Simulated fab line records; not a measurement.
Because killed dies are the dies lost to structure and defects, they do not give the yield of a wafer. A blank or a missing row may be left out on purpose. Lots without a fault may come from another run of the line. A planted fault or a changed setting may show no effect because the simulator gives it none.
fab line records ; flow nandHarc
record: lots: 6; wafers: 18; lastDay: 31
route steps=1302 shown A_STAIRCASE@756 END@1302
lots that met no fault: taken from a fault-free run of the same line
startH: the number of hours between the record's first day and the start of the first shown wafer of the lot ; waitH: hours since the lot's step before ; " identical to the entry in the row above ; L1.1+2: a row that stands for several wafers ; - no value, or no start was given ; * or withheld: withheld ; < > ~ a bound
route shown NAME@n: names a module that has steps shown in the file, with the first one's number in the route ; usual: mean/standard deviation taken from wafers without a fault ; same: alike in all rows ; chamber/n: place in a boat ; sites: each site's reading ; _std_site: their standard deviation ; _edge_site: the outer-site mean with the inner-site mean subtracted ; radiusMm: how far each site lies from the wafer's centre ; mask NAME#n: copy n ; behind: tool/chamber where the wafer was last shaped ; hold: what put the lot on hold/how long, in hours/how the hold closed ; device: names the non-switching transistor (n, p or np) ; end of line: the route-end tests of the same wafers ; a step without rows: its recipe alone ; killed: dies lost to structure and defects at the first sort, not the wafer's yield ; map: the dies of a wafer, with x for killed, . for not killed, _ for no die there
set.NAME: the setting as run; set.NAME@STEP: as run at that earlier step ; model.NAME: the simulator's own value behind a step, which no gauge read
lots at selected steps of the route; one table per step, one row per wafer
services: a tool's chamber out of use, with start hour (startH, from the record's first day; less than 0 if before it), hours out, and reason
== steps ==
step: NHARC_A_STAIRCASE_DEHYDRATE_242
recipe: tempC: 150; timeS: 120
step: NHARC_A_STAIRCASE_HMDS_243
recipe: timeS: 30
step: NHARC_A_STAIRCASE_COAT_244
recipe: spinRpm: 1200
step: NHARC_A_STAIRCASE_SOFTBAKE_245
recipe: tempC: 135; timeS: 170
step: NHARC_A_STAIRCASE_EBR_246
step: NHARC_A_STAIRCASE_EXPOSE_247
recipe: na: 0.5; doseMj: 25.34; maskId: SDS_1
step: NHARC_A_STAIRCASE_PEB_248
recipe: pebTempC: 115; pebTimeS: 130
step: NHARC_A_STAIRCASE_DEVELOP_249
recipe: timeS: 140
step: NHARC_A_STAIRCASE_HARDBAKE_251
recipe: tempC: 120; timeS: 140
step: NHARC_A_STAIRCASE_DESCUM_252
recipe: timeS: 3; o2FlowSccm: 200; arFlowSccm: 0; biasPowerW: 0; chemistry: O2
usual: drypumpMotorCurrentA: 5.7/0.48; mfcArSccm: 0.004/0.0073; oesProductAu: 1.004/0.011; rfVppV: 57.8/0.86; showerheadPlenumPTorr: 1.92/0.077; throttleValvePct: 11.312/0.0094
lot.wafer;tool;chamber;startH;waitH;drypumpMotorCurrentA;mfcArSccm;oesProductAu;rfHoursCounterH;rfVppV;showerheadPlenumPTorr;throttleValvePct
L980.1;rieDiel-01;0;417.56;-;5.4;0.018;0.991;10;59.6;2.07;11.295
L980.4;rieDiel-01;1;417.56;-;5.9;0;1.014;10;57.5;1.94;11.304
L980.3;rieDiel-01;3;417.56;-;5.7;0;0.979;9;58.4;1.85;11.337
L985.4;rieDiel-11;3;455.52;-;5.2;0.016;1.002;9;59.1;2.02;11.302
L985.2;rieDiel-11;0;455.52;-;6.7;0;1.009;7;58.3;1.93;11.316
L985.6;rieDiel-11;3;455.52;-;5.2;0.016;1.005;-;58.7;2.02;11.309
L987.3;rieDiel-11;2;477.62;-;5.4;0;1.015;13;58.1;1.96;11.298
L987.2;rieDiel-11;0;477.62;-;6.7;0;0.999;12;57.8;1.93;11.301
L987.4;rieDiel-11;1;477.62;-;5.1;0;0.989;10;56.6;1.89;11.310
L989.3;rieDiel-11;0;500.63;-;6.7;0;0.995;17;58.2;1.92;11.329
L989.2;rieDiel-11;1;500.63;-;5.1;0;0.983;15;57.1;1.89;11.307
L989.5;rieDiel-11;0;500.63;-;6.6;0;1.000;-;57.7;1.92;11.320
L992.4;rieDiel-01;3;527.59;-;5.7;0;0.995;43;57.8;1.84;11.310
L992.6;rieDiel-01;2;527.59;-;6.2;0;1.018;-;56.8;1.77;11.315
L992.5;rieDiel-01;3;527.59;-;5.7;0;0.990;-;57.5;1.84;11.304
L994.3;rieDiel-11;1;552.64;-;5.1;0;1.002;31;57.0;1.88;11.313
L994.1;rieDiel-11;3;552.64;-;5.3;0.016;1.018;35;57.3;2.01;11.305
L994.6;rieDiel-11;0;552.64;-;6.6;0;1.021;-;56.5;1.92;11.303
step: NHARC_A_STAIRCASE_ETCH_253
recipe: targetDepthA: 500; timeS: 20.2; ionEnergyEv: 400; c4f8FlowSccm: 20; o2FlowSccm: 10; arFlowSccm: withheld; rfW: 600; biasW: 1000; chemistry: C4F8/O2
usual: oesProductAu: 0.962/0.017; rfVppV: 897/4.8
lot.wafer;tool;chamber;startH;waitH;oesProductAu;rfHoursCounterH;rfVppV
L980.1;rieDiel-01;1;417.64;0.1;0.960;10;898
L980.4;rieDiel-01;3;417.64;0.1;0.950;9;892
L980.3;rieDiel-01;0;417.64;0.1;0.944;10;906
L985.4;rieDiel-11;3;455.60;0.1;0.964;9;901
L985.2;rieDiel-11;1;455.60;0.1;0.978;5;894
L985.6;rieDiel-11;3;455.60;0.1;0.963;-;903
L987.2;rieDiel-11;3;477.71;0.1;0.933;14;903
L987.3;rieDiel-11;0;477.71;0.1;0.932;12;896
L987.4;rieDiel-11;2;477.71;0.1;0.937;13;899
L989.2;rieDiel-11;3;500.71;0.1;0.969;17;902
L989.3;rieDiel-11;1;500.71;0.1;0.968;15;894
L989.5;rieDiel-11;0;500.71;0.1;0.960;-;895
L992.4;rieDiel-01;2;527.68;0.1;0.974;43;887
L992.6;rieDiel-01;0;527.68;0.1;0.977;-;906
L992.5;rieDiel-01;1;527.68;0.1;0.978;-;896
L994.3;rieDiel-11;3;552.77;0.1;0.965;35;902
L994.1;rieDiel-11;1;552.77;0.1;0.949;32;894
L994.6;rieDiel-11;3;552.77;0.1;0.969;-;901
step: NHARC_A_STAIRCASE_STRIP_254
recipe: powerW: 1500; tempC: 250; chemistry: O2
usual: drypumpMotorCurrentA: 5.6/0.5; heaterPowerW: 331/26
lot.wafer;tool;chamber;startH;waitH;drypumpMotorCurrentA;heaterPowerW;rfHoursCounterH
L980.1;plasmaAsher-02;1;417.78;-;-;-;-
L980.4;plasmaAsher-02;0;417.78;-;-;-;-
L980.3;plasmaAsher-02;1;417.78;-;-;-;-
L985.2;plasmaAsher-02;0;455.73;-;-;-;-
L985.4;plasmaAsher-02;1;455.73;-;-;-;-
L985.6;plasmaAsher-02;0;455.73;-;-;-;-
L987.2;plasmaAsher-02;0;477.80;-;6.1;327;11
L987.3;plasmaAsher-02;0;477.80;-;6.1;317;-
L987.4;plasmaAsher-02;1;477.80;-;5.5;310;-
L989.2;plasmaAsher-02;0;500.90;-;6.1;330;17
L989.3;plasmaAsher-02;1;500.90;-;5.5;316;-
L989.5;plasmaAsher-02;1;500.90;-;5.5;316;-
L992.4;plasmaAsher-02;1;527.85;-;5.5;325;-
L992.5;plasmaAsher-02;1;527.85;-;5.5;314;-
L992.6;plasmaAsher-02;0;527.85;-;6.1;317;-
L994.1;plasmaAsher-02;1;552.86;-;5.5;323;28
L994.3;plasmaAsher-02;1;552.86;-;5.5;317;-
L994.6;plasmaAsher-02;0;552.86;-;6.1;321;-
step: NHARC_A_STAIRCASE_STRIP_255
recipe: timeS: 900; tempC: 130; chemistry: SPM
step: NHARC_END_SORT_01
recipe: tempC: 25
usual: killedAtArray: 41/10; killedAtOther: 0.8/0.91; killedAtPeriphery: 4.2/2.9; killedDies: 46/10; killedOpen: 3.5/2.1; killedShort: 2.5/1.6
same: grossDies: 677
lot.wafer;tool;chamber;startH;waitH;killedAtArray;killedAtOther;killedAtPeriphery;killedDies;killedOpen;killedShort
L987.2;prober-02;0;673.65;2.8;31;1;2;34;2;0
L987.3;prober-02;0;674.44;3.1;29;1;4;34;5;2
L987.4;prober-02;0;675.24;3.4;40;1;0;41;4;0
killed by level:class
L987.2 A_CHANNEL_HOLE_D1:chamberFilmFlake=16 A_CHANNEL_HOLE_D2:chamberFilmFlake=9 A_WL_FILL:chamberFilmFlake=3 A_CHANNEL_HOLE_D1:unspecified=2 P_CONTACT:geometricParticle:open=1 A_CHANNEL_FILL_D2:geometricParticle:open=1 P_STI:chamberFilmFlake=1 THIN_TSV:chamberFilmFlake=1
L987.3 A_CHANNEL_HOLE_D1:chamberFilmFlake=13 A_CHANNEL_HOLE_D2:chamberFilmFlake=11 P_CONTACT:geometricParticle:short=1 P_CONTACT:geometricParticle:open=1 P_M0:geometricParticle:open=1 P_M1:geometricParticle:open=1 A_CHANNEL_FILL_D1:geometricParticle:short=1 A_DECK1_JOINT:geometricParticle:open=1
L987.4 A_CHANNEL_HOLE_D1:chamberFilmFlake=19 A_CHANNEL_HOLE_D2:chamberFilmFlake=11 A_CHANNEL_HOLE_D1:unspecified=4 A_CHANNEL_FILL_D2:geometricParticle:open=2 A_WL_FILL:chamberFilmFlake=2 A_SGD_CUT:geometricParticle:open=1 A_M1:geometricParticle:open=1 THIN_TSV:chamberFilmFlake=1
== services ==
tool;chamber;startH;hours;kind
rieDiel-01;2;406.95;6.4;repair
rieDiel-11;0;416.68;-;clean
rieDiel-11;1;416.68;-;clean
rieDiel-11;2;416.68;-;clean
rieDiel-11;3;416.68;-;clean
rieDiel-01;2;418.99;8.1;repair
plasmaAsher-02;-;426.00;9.0;pm
rieDiel-11;-;435.98;9.0;pm
rieDiel-11;0;435.98;9.0;ventCycle
rieDiel-11;1;435.98;9.0;ventCycle
rieDiel-11;2;435.98;9.0;ventCycle
rieDiel-11;3;435.98;9.0;ventCycle
rieDiel-11;0;444.98;-;clean
rieDiel-11;1;444.98;-;clean
rieDiel-11;1;444.98;-;consumableReplace:focusRing
rieDiel-11;2;444.98;-;clean
rieDiel-11;3;444.98;-;clean
rieDiel-01;3;461.79;1.3;repair
rieDiel-11;0;469.48;-;clean
rieDiel-11;1;469.48;-;clean
rieDiel-11;2;469.48;-;clean
rieDiel-11;3;469.48;-;clean
rieDiel-01;3;474.99;5.7;repair
rieDiel-11;3;486.50;8.3;repair
== key ==
firstSign: step: NHARC_A_STAIRCASE_STRIP_254; reading: toolRecord; direction: missing
effect none on later readings
metAt NHARC_A_STAIRCASE_STRIP_254
struckWafers L980.1,L980.3,L980.4,L985.2,L985.4,L985.6
testerLeftOut L980,L985
fault: kind: skippedStepWhole; tool: plasmaAsher-02; chamber: -; onsetH: 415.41; steps: NHARC_A_STAIRCASE_STRIP_254; scope: struckLotsOnly
testerLeftOut: of these lots the tester's yield and bins aren't shown, on N5 and GAA mostly nor the transistor test; their killed dies are dies lost to structure and defects alone, not to doping, threshold or leakage, so they don't give the yield
